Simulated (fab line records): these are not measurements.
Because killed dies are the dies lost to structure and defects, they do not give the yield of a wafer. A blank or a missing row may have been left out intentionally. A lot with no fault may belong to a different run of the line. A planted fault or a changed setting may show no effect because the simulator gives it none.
Lot-split experiment | flow n5-finfet | 7 lots, 21 wafers read, on a route of 1938 steps

== SPLIT DETAILS ==
At N5_DUMMY_GATE_COAT_28 (time 60 s, resist thk 10 nm), the setting spin-rpm was moved away from the recipe's 1500 rpm on 4 of the 21 wafers read, by -9.5% to -8.0%. The other wafers ran this setting at the recipe's value.

Reading taken at the split's own step.

== THE READING ==
underlayer_of_DUMMY_GATE_COAT_28.thk-nm (the simulator's own value, which no gauge read), in nm, at N5_DUMMY_GATE_COAT_28 (time 60 s, resist thk 10 nm). No usual value for it is given in the file.

wafer  | tool, chamber at the split | spin-rpm as run, rpm | against the recipe | underlayer_of_DUMMY_GATE_COAT_28.thk-nm, nm | against lot-mates on the recipe
L076.3 | litho-track-03, 0          | 1500                 | recipe             | 10                                          | -
L076.5 | litho-track-03, 0          | 1500                 | recipe             | 10                                          | -
L076.6 | litho-track-03, 0          | 1500                 | recipe             | 10                                          | -
L078.1 | litho-track-02, 0          | 1500                 | recipe             | 10                                          | -
L078.3 | litho-track-02, 0          | 1500                 | recipe             | 10                                          | -
L078.6 | litho-track-02, 0          | 1500                 | recipe             | 10                                          | -
L079.2 | litho-track-03, 0          | 1500                 | recipe             | 10                                          | -
L079.5 | litho-track-03, 0          | 1500                 | recipe             | 10                                          | -
L079.6 | litho-track-03, 0          | 1500                 | recipe             | 10                                          | -
L080.1 | litho-track-02, 0          | 1500                 | recipe             | 10                                          | -
L080.3 | litho-track-02, 0          | 1500                 | recipe             | 10                                          | -
L080.4 | litho-track-02, 0          | 1500                 | recipe             | 10                                          | -
L083.3 | litho-track-03, 0          | 1500                 | recipe             | 10                                          | -
L083.4 | litho-track-03, 0          | 1380                 | -8.0%              | 10.4                                        | +0.4
L083.6 | litho-track-03, 0          | 1380                 | -8.0%              | 10.4                                        | +0.4
L085.3 | litho-track-03, 0          | 1500                 | recipe             | 10                                          | -
L085.5 | litho-track-03, 0          | 1500                 | recipe             | 10                                          | -
L085.6 | litho-track-03, 0          | 1500                 | recipe             | 10                                          | -
L087.2 | litho-track-03, 0          | 1357                 | -9.5%              | 10.6                                        | +0.6
L087.4 | litho-track-03, 0          | 1357                 | -9.5%              | 10.6                                        | +0.6
L087.5 | litho-track-03, 0          | 1500                 | recipe             | 10                                          | -

THE FIT
A straight line over all 21 wafers: underlayer_of_DUMMY_GATE_COAT_28.thk-nm changes by -0.0577 nm for each +1% of spin-rpm; r = -0.99; the points scatter about the line by 0.026 nm.
The same after taking each lot's own level away (the mean of its wafers on the recipe; 21 wafers): -0.0577 nm for each +1%; r = -0.99; scatter 0.026 nm.
According to that fit, moving spin-rpm by its largest amount changes the reading by 0.55 nm.
The lots' own levels span 10.00 to 10.00 nm.
The two slopes are in agreement: the lot-to-lot level therefore moves the slope only a little.
Check: for one of the wafers moved furthest among these (-9.5%), held out of the fit, the line's prediction against its lot-mates is +0.528 nm. Against them it came out at +0.6 nm.

== THESE WAFERS: OTHER SPLITS ==
Other splits were also applied to these wafers ahead of the reading. Each is held against what the fit with the lots' levels taken away leaves over:
other split on the same wafers            | wafers away from the commonest value | r with underlayer_of_DUMMY_GATE_COAT_28.thk-nm (lot level and that fit taken away)
N5_PMOS_HMC_CHANNEL_EPI_PEB_07 peb-temp-c | 9                                    | -0.21
N5_PMOS_HMC_CHANNEL_EPI_DESCUM_14 time-s  | 5                                    | +0.00
N5_FIN_SAQP_ETCH_52 source-w              | 4                                    | +0.59

== THE FILE'S OWN FIT ==
underlayer_of_DUMMY_GATE_COAT_28.thk-nm changes by -0.0576 nm for each +1% of spin-rpm, r = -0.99.
